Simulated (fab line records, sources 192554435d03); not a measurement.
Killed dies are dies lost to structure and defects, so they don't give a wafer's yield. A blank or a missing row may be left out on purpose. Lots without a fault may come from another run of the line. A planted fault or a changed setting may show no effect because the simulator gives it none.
Which tool did it? | flow n5_finfet | 24 lots, 72 wafers sampled, at 3 steps of a route of 1938

WHAT THE GAUGES READ, wafer by wafer
N5_BEOL_M5_CD_MEAS_35: target cd 28 nm, target cd y 24 nm.
lot  | measured     | on        | cd_nm (nm)
L074 | day 8 05:56  | cd_sem-03 | 28.26 28.03 28.22
L077 | day 8 10:26  | cd_sem-02 | 28.18 28.21 27.73
L075 | day 8 10:25  | cd_sem-03 | 27.76 27.98 27.71
L076 | day 8 16:17  | cd_sem-02 | 28.26 28.23 28.19
L079 | day 9 12:11  | cd_sem-01 | 27.42 27.85 27.62
L080 | day 9 13:50  | cd_sem-03 | 27.81 27.77 28.05
L078 | day 9 18:59  | cd_sem-03 | 28.34 28.55 28.04
L081 | day 9 21:01  | cd_sem-01 | 27.75 27.81 27.35
L082 | day 9 21:42  | cd_sem-03 | 27.95 28.24 28.31
L083 | day 10 01:48 | cd_sem-03 | 27.69 27.89 27.90
L084 | day 10 04:13 | cd_sem-01 | 28.46 27.95 27.95
L085 | day 10 22:53 | cd_sem-01 | 27.81 27.92 28.00
L086 | day 11 01:57 | cd_sem-01 | 27.98 28.16 28.30
L087 | day 11 13:01 | cd_sem-02 | 28.17 28.46 27.73
L088 | day 11 19:32 | cd_sem-01 | 28.69 28.64 28.30
L090 | day 11 22:33 | cd_sem-02 | 28.10 28.27 27.82
L089 | day 12 04:56 | cd_sem-01 | 27.71 27.83 28.36
L091 | day 12 10:11 | cd_sem-01 | 28.38 28.32 28.07
L092 | day 12 13:44 | cd_sem-01 | 27.56 28.18 28.08
L093 | day 12 21:25 | cd_sem-01 | 27.61 27.64 27.84
L094 | day 13 04:08 | cd_sem-01 | 27.77 28.03 28.20
L095 | day 13 09:17 | cd_sem-02 | 27.71 27.34 28.16
L096 | day 13 17:55 | cd_sem-01 | 27.61 28.20 27.81
L097 | day 14 00:23 | cd_sem-01 | 27.79 27.99 28.09

WHICH TOOL RAN EACH LOT (tool, then ch and the chambers of the sampled wafers, then the start)
lot  | N5_BEOL_M4_SURFACE_TREAT_85  | N5_BEOL_M5_TRENCH_ETCH_37
L074 | pvd_sputter-03, day 7 20:53  | rie_diel-05 ch 1,2, day 8 05:56 or earlier
L077 | pvd_sputter-03, day 8 01:58  | rie_diel-01 ch 1,2, day 8 10:26 or earlier
L075 | pvd_sputter-03, day 8 02:02  | rie_diel-05 ch 1,2,3, day 8 10:25 or earlier
L076 | pvd_sputter-02, day 8 06:49  | rie_diel-01 ch 0,1,2, day 8 16:17 or earlier
L079 | pvd_sputter-02, day 9 04:09  | rie_diel-05 ch 0,2,3, day 9 12:11 or earlier
L080 | pvd_sputter-03, day 9 06:28  | rie_diel-05 ch 0,1,2, day 9 13:50 or earlier
L078 | pvd_sputter-01, day 9 07:43  | rie_diel-05 ch 1,2,3, day 9 18:59 or earlier
L081 | pvd_sputter-03, day 9 10:16  | rie_diel-05 ch 1,2,3, day 9 21:01 or earlier
L082 | pvd_sputter-02, day 9 11:17  | rie_diel-01 ch 2,3, day 9 21:42 or earlier
L083 | pvd_sputter-03, day 9 14:52  | rie_diel-01 ch 2,3, day 10 01:48 or earlier
L084 | pvd_sputter-03, day 9 19:44  | rie_diel-03 ch 0,2,3, day 10 04:13 or earlier
L085 | pvd_sputter-02, day 10 14:39 | rie_diel-01 ch 0,2, day 10 22:53 or earlier
L086 | pvd_sputter-03, day 10 18:00 | rie_diel-03 ch 1,2,3, day 11 01:57 or earlier
L087 | pvd_sputter-01, day 11 03:28 | rie_diel-03 ch 1,3, day 11 13:01 or earlier
L088 | pvd_sputter-01, day 11 08:34 | rie_diel-05 ch 0,2, day 11 19:32 or earlier
L090 | pvd_sputter-01, day 11 12:33 | rie_diel-03 ch 1,3, day 11 22:33 or earlier
L089 | pvd_sputter-03, day 11 19:26 | rie_diel-01 ch 0,3, day 12 04:56 or earlier
L091 | pvd_sputter-03, day 12 01:14 | rie_diel-01 ch 0,1, day 12 10:11 or earlier
L092 | pvd_sputter-03, day 12 03:55 | rie_diel-05 ch 1,3, day 12 13:44 or earlier
L093 | pvd_sputter-02, day 12 13:56 | rie_diel-05 ch 0,2,3, day 12 21:25 or earlier
L094 | pvd_sputter-03, day 12 19:08 | rie_diel-05 ch 0,2,3, day 13 04:08 or earlier
L095 | pvd_sputter-01, day 12 22:05 | rie_diel-05 ch 0,1,2, day 13 09:17 or earlier
L096 | pvd_sputter-02, day 13 10:23 | rie_diel-05 ch 0,2,3, day 13 17:55 or earlier
L097 | pvd_sputter-03, day 13 15:11 | rie_diel-05 ch 0,1,2, day 14 00:23 or earlier
- N5_BEOL_M4_SURFACE_TREAT_85
- N5_BEOL_M5_TRENCH_ETCH_37: etches SiCOH lowk in C4F6/O2, target depth 71.652 nm, time 24.7 s.

WHAT THE TOOLS THEMSELVES READ (means of the sampled wafers that have a number; where no wafer has one, the mark that the record gives instead)
N5_BEOL_M5_TRENCH_ETCH_37.
lot  | tool        | drypump_motor_current_A (A) | oes_product_au (a.u.) | rf_vpp_V (V) | showerhead_plenum_p_Torr (Torr) | throttle_valve_pct (%)
L074 | rie_diel-05 | 6.1                         | 0.69                  | 667          | 2.77                            | 21.09
L077 | rie_diel-01 | 6.0                         | 0.85                  | 667          | 2.99                            | 20.87
L075 | rie_diel-05 | 6.3                         | 0.72                  | 661          | 2.75                            | 21.04
L076 | rie_diel-01 | 6.0                         | 0.78                  | 666          | 2.95                            | 21.01
L079 | rie_diel-05 | 5.9                         | 0.77                  | 656          | 2.75                            | 20.93
L080 | rie_diel-05 | 5.6                         | 0.85                  | 663          | 2.77                            | 20.86
L078 | rie_diel-05 | 6.3                         | 0.82                  | 661          | 2.75                            | 20.94
L081 | rie_diel-05 | 6.3                         | 0.80                  | 660          | 2.75                            | 20.94
L082 | rie_diel-01 | 5.4                         | 0.89                  | 662          | 2.93                            | 20.82
L083 | rie_diel-01 | 5.9                         | 0.81                  | 661          | 2.94                            | 21.04
L084 | rie_diel-03 | 5.3                         | 0.73                  | 665          | 2.83                            | 20.77
L085 | rie_diel-01 | 6.3                         | 0.82                  | 664          | 2.92                            | 21.11
L086 | rie_diel-03 | 5.2                         | 0.74                  | 664          | 2.84                            | 20.77
L087 | rie_diel-03 | 5.4                         | 0.74                  | 667          | 2.84                            | 20.78
L088 | rie_diel-05 | 5.7                         | 0.74                  | 658          | 2.73                            | 20.96
L090 | rie_diel-03 | 5.3                         | 0.74                  | 664          | 2.73                            | 20.76
L089 | rie_diel-01 | 5.6                         | 0.95                  | 666          | 2.91                            | 20.73
L091 | rie_diel-01 | 5.9                         | 0.93                  | 666          | 2.93                            | 20.75
L092 | rie_diel-05 | 6.5                         | 0.79                  | 659          | 2.75                            | 20.98
L093 | rie_diel-05 | 5.9                         | 0.75                  | 656          | 2.74                            | 20.97
L094 | rie_diel-05 | 5.9                         | 0.76                  | 656          | 2.74                            | 20.98
L095 | rie_diel-05 | 5.6                         | 0.81                  | 662          | 2.75                            | 20.90
L096 | rie_diel-05 | 5.9                         | 0.75                  | 656          | 2.74                            | 20.98
L097 | rie_diel-05 | 5.6                         | 0.80                  | 662          | 2.75                            | 20.90

THE ANSWER, worked out from the rows above alone
Rule: what is usual is taken from the lots themselves. Put in order of their means at a reading, lots are off if they are a third of the lots or fewer, leave a main group of 4 or more, and stand apart from it by a gap of 3 or more times the standard deviation of the main group's means; of several such gaps the widest counts. A main group whose means are all the same, to the digits that the tables above print for the reading, isn't used. A lot without any number at a reading at which 4 lots or more have one is off too. The other lots that the step has rows for count as sound. The gauges are gone through in route order, then the tools' own readings, and for those a lot's mean is taken as printed above. The first step at which some lot is off is used, and at that step the reading that is off furthest; a lot without a number counts as furthest.
No lot is off at any reading shown: from this, nothing can be told.

WHAT THE SIMULATOR HAD PUT IN
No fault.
